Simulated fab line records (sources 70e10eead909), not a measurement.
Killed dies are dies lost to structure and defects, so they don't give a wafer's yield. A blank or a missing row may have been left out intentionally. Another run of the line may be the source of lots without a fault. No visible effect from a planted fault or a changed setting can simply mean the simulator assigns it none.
fab line records	flow nandHarc
[record] lots = 12	wafers = 36	lastDay = 24
route steps=1159 shown P_GATE@122 END@1159
lots with no fault: from the same line, run without faults
startH: hours from the record's first day to the start of the lot's first wafer shown	waitH: hours from the lot's prior step to this one	" unchanged from the row above	L1.1+2: a single row standing in for several wafers	- no value, or no start given	* or withheld: withheld	< > ~ a bound
route shown NAME@n: NAME is a module with steps in the file, n the number in the route of the first one	usual: average and standard deviation across the fault-free wafers	same: alike in all rows	chamber/n: place in a boat	sites: per-site readings	_std_site: standard deviation across them	_edge_site: inner sites' mean taken away from outer sites' mean	radiusMm: for every site, how far away it sits from the centre of the wafer	mask NAME#n: copy n	behind: the last tool/chamber to shape the wafer	hold: why the lot was held/for how many hours/how that ended	device: the n, p or np transistor that did not switch	end of line: tests run on the same wafers once the route is complete	step lacking rows: just its recipe	killed: the dies lost at the first sort to structure and to defects; this is not the yield of the wafer	map: dies across one wafer; x = killed, . = not, _ = none there
set.NAME: the setting that was run; set.NAME@STEP: the one run at that earlier step	model.NAME: the simulator's own value behind a step, which no gauge read
the route's steps for a sample of lots (tables are steps, rows are wafers)
services: the hour from which a tool's chamber was out of use, counted from the record's first day as startH (under 0 if before that day), plus the number of hours and why
[[steps]]
[step NHARC_P_GATE_CD_MEAS_11]
[recipe] targetCdNm = 1640	landingEnergyEv = 500
[usual] cdNm = 1641.1/1.6
lot.wafer	tool	chamber	startH	waitH	cdNm
L929.1	cdSem-03	0	77.46	-	1642.5
L929.5	"	0	"	"	1643.0
L929.6	"	0	"	"	1641.2
L931.3	cdSem-01	0	81.89	-	1639.9
L931.4	"	0	"	"	1642.1
L931.5	"	0	"	"	1641.1
L930.1	cdSem-01	0	82.05	-	1641.8
L930.2	"	0	"	"	1641.6
L930.4	"	0	"	"	1641.1
L933.2	cdSem-02	0	94.76	-	1642.4
L933.4	"	0	"	"	1639.9
L933.5	"	0	"	"	1639.6
L932.2	cdSem-01	0	94.92	-	1639.8
L932.3	"	0	"	"	1642.4
L932.4	"	0	"	"	1641.3
L934.1	cdSem-02	0	102.04	-	1643.7
L934.4	"	0	"	"	1643.5
L934.5	"	0	"	"	1641.0
L938.1	cdSem-02	0	125.66	-	1641.5
L938.2	"	0	"	"	1640.0
L938.5	"	0	"	"	1639.0
L942.1	cdSem-02	0	149.85	-	1642.7
L942.2	"	0	"	"	1640.9
L942.3	"	0	"	"	1641.5
L944.2	cdSem-03	0	166.29	-	1642.0
L944.4	"	0	"	"	1639.4
L944.5	"	0	"	"	1642.2
L947.2	cdSem-03	0	180.43	-	1642.0
L947.4	"	0	"	"	1638.1
L947.5	"	0	"	"	1640.5
L952.1	cdSem-02	0	212.96	-	1641.7
L952.4	"	0	"	"	1640.6
L952.6	"	0	"	"	1642.8
L951.1	cdSem-01	0	213.12	-	1638.7
L951.4	"	0	"	"	1638.4
L951.6	"	0	"	"	1639.5
[step NHARC_P_GATE_EXPOSE_23]
[recipe] na = 1.35	targetCdNm = 120	doseMj = 93.91	maskId = P_GATE
lot.wafer	tool	chamber	startH	waitH	mask
L930.1+2+4	arfiScanner-03	0	94.25	-	P_GATE#0
L929.1+5+6	arfiScanner-02	0	95.20	-	P_GATE#0
L931.3+4+5	arfiScanner-01	0	95.70	-	P_GATE#0
L933.2+4+5	arfiScanner-03	0	109.40	-	P_GATE#0
L932.2+3+4	arfiScanner-01	0	109.71	-	P_GATE#0
L934.1+4+5	arfiScanner-03	0	116.12	-	P_GATE#0
L938.1+2+5	arfiScanner-01	0	141.00	-	P_GATE#0
L942.1+2+3	arfiScanner-01	0	165.25	-	P_GATE#0
L944.2+4+5	arfiScanner-01	0	182.51	-	P_GATE_R1#0
L947.2+4+5	arfiScanner-02	0	194.50	-	P_GATE#0
L951.1+4+6	arfiScanner-03	0	226.52	-	P_GATE#0
L952.1+4+6	arfiScanner-02	0	227.10	-	P_GATE#0
[step NHARC_P_GATE_CD_MEAS_26]
[recipe] targetCdNm = 120	landingEnergyEv = 500
[usual] cdNm = 120.1/0.61
lot.wafer	tool	chamber	startH	waitH	cdNm
L930.1	cdSem-03	0	94.39	-	120.2
L930.2	"	0	"	"	120.4
L930.4	"	0	"	"	119.7
L929.1	cdSem-01	0	95.34	-	120.0
L929.5	"	0	"	"	119.6
L929.6	"	0	"	"	120.3
L931.3	cdSem-02	0	95.84	-	119.6
L931.4	"	0	"	"	119.6
L931.5	"	0	"	"	119.8
L933.2	cdSem-02	0	109.54	-	120.8
L933.4	"	0	"	"	121.0
L933.5	"	0	"	"	119.9
L932.2	cdSem-03	0	109.85	-	120.0
L932.3	"	0	"	"	119.7
L932.4	"	0	"	"	118.7
L934.1	cdSem-02	0	116.26	-	120.8
L934.4	"	0	"	"	120.8
L934.5	"	0	"	"	121.5
L938.1	cdSem-03	0	141.14	-	120.3
L938.2	"	0	"	"	121.5
L938.5	"	0	"	"	119.9
L942.1	cdSem-02	0	165.39	-	121.2
L942.2	"	0	"	"	120.3
L942.3	"	0	"	"	120.1
L944.2	cdSem-02	0	182.65	-	116.8
L944.4	"	0	"	"	116.4
L944.5	"	0	"	"	117.0
L947.2	cdSem-02	0	194.63	-	119.3
L947.4	"	0	"	"	119.6
L947.5	"	0	"	"	119.1
L951.1	cdSem-02	0	226.66	-	120.5
L951.4	"	0	"	"	119.4
L951.6	"	0	"	"	120.5
L952.1	cdSem-01	0	227.24	-	119.4
L952.4	"	0	"	"	118.7
L952.6	"	0	"	"	119.2
[step NHARC_P_GATE_DESCUM_31]
[recipe] timeS = 3	o2FlowSccm = 200	arFlowSccm = 0	biasPowerW = 0	chemistry = O2
[usual] drypumpMotorCurrentA = 5.7/0.46	oesProductAu = 0.994/0.01	rfVppV = 57.9/0.89	showerheadPlenumPTorr = 1.93/0.087	throttleValvePct = 11.311/0.0097
lot.wafer	tool	chamber	startH	waitH	drypumpMotorCurrentA	oesProductAu	rfHoursCounterH	rfVppV	showerheadPlenumPTorr	throttleValvePct
L930.2	rieDiel-07	0	94.59	0.1	5.7	0.987	6	57.1	1.82	11.314
L930.1	"	1	"	"	5.4	0.994	6	57.0	2.04	11.306
L930.4	"	2	"	"	5.5	1.002	6	58.2	1.86	11.308
L929.1	rieDiel-07	2	95.55	0.1	5.5	1.010	6	58.1	1.86	11.304
L929.6	"	0	"	"	5.7	0.989	-	57.5	1.82	11.301
L929.5	"	1	"	"	5.3	0.986	-	58.3	2.04	11.318
L931.4	rieDiel-07	0	96.02	0.1	5.7	0.970	6	58.1	1.82	11.306
L931.3	"	2	"	"	5.5	0.989	6	57.4	1.86	11.311
L931.5	"	1	"	"	5.4	0.991	-	58.7	2.04	11.331
L933.4	rieDiel-07	0	109.73	0.1	5.7	0.990	10	59.9	1.82	11.311
L933.2	"	1	"	"	5.4	0.984	10	57.5	2.04	11.306
L933.5	"	0	"	"	5.7	0.987	-	57.9	1.82	11.312
L932.3	rieDiel-08	1	110.03	0.1	5.2	1.016	57	56.6	1.89	11.304
L932.2	"	0	"	"	5.5	0.985	58	56.8	1.98	11.319
L932.4	"	1	"	"	5.2	1.014	-	56.2	1.89	11.310
L934.4	rieDiel-01	2	116.45	0.1	5.5	0.990	44	58.3	1.91	11.287
L934.1	"	1	"	"	5.6	0.992	49	57.2	1.94	11.314
L934.5	"	2	"	"	5.5	0.999	-	58.1	1.91	11.309
L938.1	rieDiel-08	0	141.38	0.1	5.5	0.996	4	57.3	1.97	11.294
L938.2	"	2	"	"	5.6	0.995	4	56.8	1.78	11.303
L938.5	"	3	"	"	6.0	0.990	-	56.0	2.00	11.320
L942.3	rieDiel-07	1	165.59	0.1	5.4	0.989	23	58.7	2.04	11.289
L942.2	"	2	"	"	5.5	1.006	21	58.0	1.86	11.319
L942.1	"	0	"	"	5.7	0.983	22	58.3	1.82	11.321
L944.2	rieDiel-08	0	182.92	0.1	5.5	1.006	22	57.4	1.97	11.307
L944.4	"	1	"	"	5.2	1.003	20	56.9	1.88	11.311
L944.5	"	2	"	"	5.6	1.013	-	57.4	1.78	11.311
L947.2	rieDiel-01	0	194.84	0.1	6.0	0.988	16	58.9	2.07	11.301
L947.4	"	2	"	"	5.5	0.995	17	57.3	1.90	11.317
L947.5	"	3	"	"	5.1	0.990	-	58.5	1.97	11.322
L951.1	rieDiel-07	1	226.84	0.1	5.4	0.975	32	57.6	2.03	11.310
L951.4	"	0	"	"	5.7	0.982	32	57.5	1.81	11.314
L951.6	"	1	"	"	5.4	0.976	-	57.9	2.03	11.305
L952.4	rieDiel-07	1	227.44	0.1	5.4	0.982	32	57.9	2.04	11.313
L952.1	"	3	"	"	6.8	1.009	30	58.9	2.01	11.313
L952.6	"	2	"	"	5.5	1.005	-	58.1	1.86	11.297
[step NHARC_P_GATE_STRIP_108]
[recipe] o2FlowSccm = 500	arFlowSccm = 0	biasW = 0	chemistry = O2
[usual] drypumpMotorCurrentA = 5.7/0.45	oesProductAu = 0.998/0.01	rfVppV = 57.8/0.9	showerheadPlenumPTorr = 3.56/0.15	throttleValvePct = 17.037/0.0092
lot.wafer	tool	chamber	startH	waitH	drypumpMotorCurrentA	oesProductAu	rfHoursCounterH	rfVppV	showerheadPlenumPTorr	throttleValvePct
L930.4	rieDiel-01	3	95.20	-	5.0	0.989	44	58.8	3.64	17.025
L930.2	"	0	"	"	6.0	1.008	42	56.7	3.29	17.053
L930.1	"	1	"	"	5.6	1.013	44	57.4	3.58	17.023
L929.1	rieDiel-08	0	96.23	-	5.5	0.994	54	58.2	3.64	17.043
L929.5	"	0	"	"	5.6	1.001	-	58.8	3.64	17.051
L929.6	"	1	"	"	5.2	1.017	-	57.1	3.49	17.026
L931.3	rieDiel-07	0	96.66	-	5.7	0.987	6	58.3	3.37	17.036
L931.4	"	2	"	"	5.5	1.002	6	58.4	3.44	17.030
L931.5	"	3	"	"	6.8	0.997	-	59.0	3.72	17.033
L933.2	rieDiel-07	3	110.38	-	6.8	0.988	9	58.1	3.71	17.049
L933.4	"	0	"	"	5.7	0.976	10	55.7	3.37	17.043
L933.5	"	1	"	"	5.4	0.966	-	59.5	3.75	17.047
L932.2	rieDiel-01	1	110.91	-	5.7	1.023	49	56.9	3.57	17.031
L932.4	"	2	"	"	5.5	1.006	43	58.1	3.52	17.037
L932.3	"	3	"	"	5.0	0.997	48	59.1	3.64	17.034
L934.1	rieDiel-07	2	117.22	-	5.5	1.006	11	56.4	3.44	17.027
L934.4	"	3	"	"	6.8	0.987	11	57.7	3.71	17.028
L934.5	"	0	"	"	5.7	0.995	-	56.7	3.36	17.031
L938.2	rieDiel-08	0	142.16	-	5.5	1.012	4	60.2	3.63	17.043
L938.1	"	2	"	"	5.6	1.003	4	57.6	3.30	17.033
L938.5	"	3	"	"	6.0	0.997	-	58.6	3.67	17.049
L942.3	rieDiel-07	0	166.25	-	5.7	0.976	22	57.2	3.36	17.028
L942.1	"	1	"	"	5.4	0.991	23	59.9	3.74	17.034
L942.2	"	3	"	"	6.8	0.992	19	57.9	3.71	17.047
L944.4	rieDiel-07	2	183.72	-	5.5	1.002	25	57.3	3.43	17.022
L944.2	"	1	"	"	5.4	0.994	26	58.8	3.74	17.046
L944.5	"	2	"	"	5.5	1.012	-	56.5	3.43	17.038
L947.4	rieDiel-01	2	197.32	-	5.5	1.004	19	58.4	3.51	17.053
L947.2	"	0	"	"	6.0	0.992	17	58.8	3.80	17.036
L947.5	"	3	"	"	5.0	1.006	-	57.8	3.62	17.053
L951.1	rieDiel-01	2	227.53	-	5.5	0.995	28	56.9	3.50	17.044
L951.4	"	3	"	"	5.1	1.012	27	58.2	3.62	17.037
L951.6	"	1	"	"	5.6	1.010	-	58.3	3.55	17.046
L952.1	rieDiel-01	2	228.06	-	5.6	0.998	28	56.9	3.50	17.032
L952.4	"	1	"	"	5.6	1.011	28	56.6	3.55	17.031
L952.6	"	2	"	"	5.5	1.007	-	57.0	3.50	17.032
[step NHARC_END_SORT_01]
[recipe] tempC = 25
[usual] killedAtArray = 28/11	killedAtOther = 0.6/0.85	killedAtPeriphery = 2.8/2.3	killedDies = 31/11	killedOpen = 3.1/1.6	killedShort = 2.0/1.4
[same] grossDies = 677
lot.wafer	tool	chamber	startH	waitH	killedAtArray	killedAtOther	killedAtPeriphery	killedDies	killedOpen	killedShort
L933.2	prober-02	0	480.40	2.8	36	0	4	40	5	4
L933.4	prober-02	0	482.00	3.4	43	0	2	45	2	2
L933.5	prober-02	0	482.79	3.7	32	0	1	33	2	2
L942.1	prober-02	0	523.32	2.5	31	0	1	32	2	2
L942.2	prober-02	0	524.12	2.8	48	0	1	49	3	4
L942.3	prober-02	0	524.92	3.1	33	0	2	35	2	3
L947.5	prober-02	0	534.90	3.6	33	0	5	38	5	3
// killed by level:class
L933.2 A_SLIT:chamberFilmFlake=12 A_CHANNEL_HOLE_D1:chamberFilmFlake=10 A_CONTACT:chamberFilmFlake=4 A_STAIRCASE:chamberFilmFlake=3 P_CONTACT:geometricParticle:open=2 P_GATE:chamberFilmFlake=2 A_SOURCE_PLATE:geometricParticle:short=1 A_CHANNEL_FILL_D1:geometricParticle:short=1
L933.4 A_SLIT:chamberFilmFlake=16 A_CHANNEL_HOLE_D1:chamberFilmFlake=15 A_STAIRCASE:chamberFilmFlake=4 A_CONTACT:chamberFilmFlake=3 A_WL_FILL:geometricParticle:open=2 A_CHANNEL_HOLE_D1:geometricParticle:short=1 A_WL_FILL:geometricParticle:short=1 P_ZERO_WELL:chamberFilmFlake=1
L933.5 A_CHANNEL_HOLE_D1:chamberFilmFlake=14 A_SLIT:chamberFilmFlake=9 A_CONTACT:chamberFilmFlake=3 A_STAIRCASE:chamberFilmFlake=2 A_CHANNEL_FILL_D1:geometricParticle:short=1 A_SGD_CUT:geometricParticle:open=1 A_SGD_CUT:geometricParticle:short=1 A_WL_FILL:geometricParticle:open=1
L942.1 A_CHANNEL_HOLE_D1:chamberFilmFlake=11 A_SLIT:chamberFilmFlake=9 A_CONTACT:chamberFilmFlake=5 A_STAIRCASE:chamberFilmFlake=2 A_ONON_D1:geometricParticle:short=1 A_CHANNEL_FILL_D1:geometricParticle:short=1 A_CONTACT:geometricParticle:open=1 A_M0:geometricParticle:open=1
L942.2 A_CHANNEL_HOLE_D1:chamberFilmFlake=21 A_SLIT:chamberFilmFlake=16 A_CONTACT:chamberFilmFlake=4 A_CONTACT:geometricParticle:open=2 P_CONTACT:geometricParticle:short=1 A_ONON_D1:geometricParticle:open=1 A_CHANNEL_FILL_D1:geometricParticle:short=1 A_SGD_CUT:geometricParticle:short=1
L942.3 A_CHANNEL_HOLE_D1:chamberFilmFlake=11 A_SLIT:chamberFilmFlake=10 A_CONTACT:chamberFilmFlake=4 A_WL_FILL:geometricParticle:short=3 A_STAIRCASE:chamberFilmFlake=3 P_CONTACT:geometricParticle:open=1 A_SOURCE_PLATE:geometricParticle:open=1 P_M2:chamberFilmFlake=1
L947.5 A_CHANNEL_HOLE_D1:chamberFilmFlake=16 A_SLIT:chamberFilmFlake=10 A_CONTACT:geometricParticle:open=2 P_STI:chamberFilmFlake=2 A_CONTACT:chamberFilmFlake=2 P_GATE:geometricParticle:open=1 P_GATE:geometricParticle:short=1 P_CONTACT:geometricParticle:open=1
[[services]]
tool	chamber	startH	hours	kind
arfiScanner-02	-	74.72	0.9	repair
arfiScanner-02	-	84.00	4.0	pm
rieDiel-07	0	84.70	-	clean
rieDiel-07	1	84.70	-	clean
rieDiel-07	2	84.70	-	clean
rieDiel-07	3	84.70	-	clean
arfiScanner-02	-	103.62	56.0	repair
rieDiel-08	2	107.24	12.5	repair
rieDiel-07	0	109.35	-	clean
rieDiel-07	1	109.35	-	clean
rieDiel-07	3	123.18	6.4	repair
rieDiel-08	-	124.80	9.0	pm
rieDiel-01	2	129.59	5.5	repair
rieDiel-01	-	138.37	9.0	pm
arfiScanner-03	-	142.09	4.0	pm
rieDiel-01	0	161.94	4.9	repair
rieDiel-08	2	164.66	7.4	repair
arfiScanner-03	-	168.27	1.1	repair
arfiScanner-01	-	171.48	1.6	repair
arfiScanner-01	-	173.90	0.5	repair
arfiScanner-01	-	196.00	4.0	pm
arfiScanner-03	-	201.06	2.1	repair
rieDiel-01	-	205.01	0.6	repair
rieDiel-01	3	213.66	4.4	repair
[[key]]
[firstSign] step = NHARC_P_GATE_EXPOSE_23	reading = mask	direction = changed
[effect] step = NHARC_P_GATE_CD_MEAS_26	reading = cdNm	direction = down	sigmas = 5.4	usual = 120.1	struck = 116.7
metAt NHARC_P_GATE_EXPOSE_23
struckLots L944
testerLeftOut L944
notActingAt NHARC_P_GATE_CD_MEAS_11,NHARC_P_GATE_DESCUM_31,NHARC_P_GATE_STRIP_108
onsetBetween 165.25 182.51
[fault] kind = wrongMask	tool = any	chamber = -	onsetH = 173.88	steps = NHARC_P_GATE_EXPOSE_23	auxCopy = P_GATE_R1#0	cdOffsetNm = -3.2382	scope = struckLotsOnly
// testerLeftOut: of these lots the tester's yield and bins aren't shown, on N5 and GAA mostly nor the transistor test; their killed dies are dies lost to structure and defects alone, not to doping, threshold or leakage, so they don't give the yield
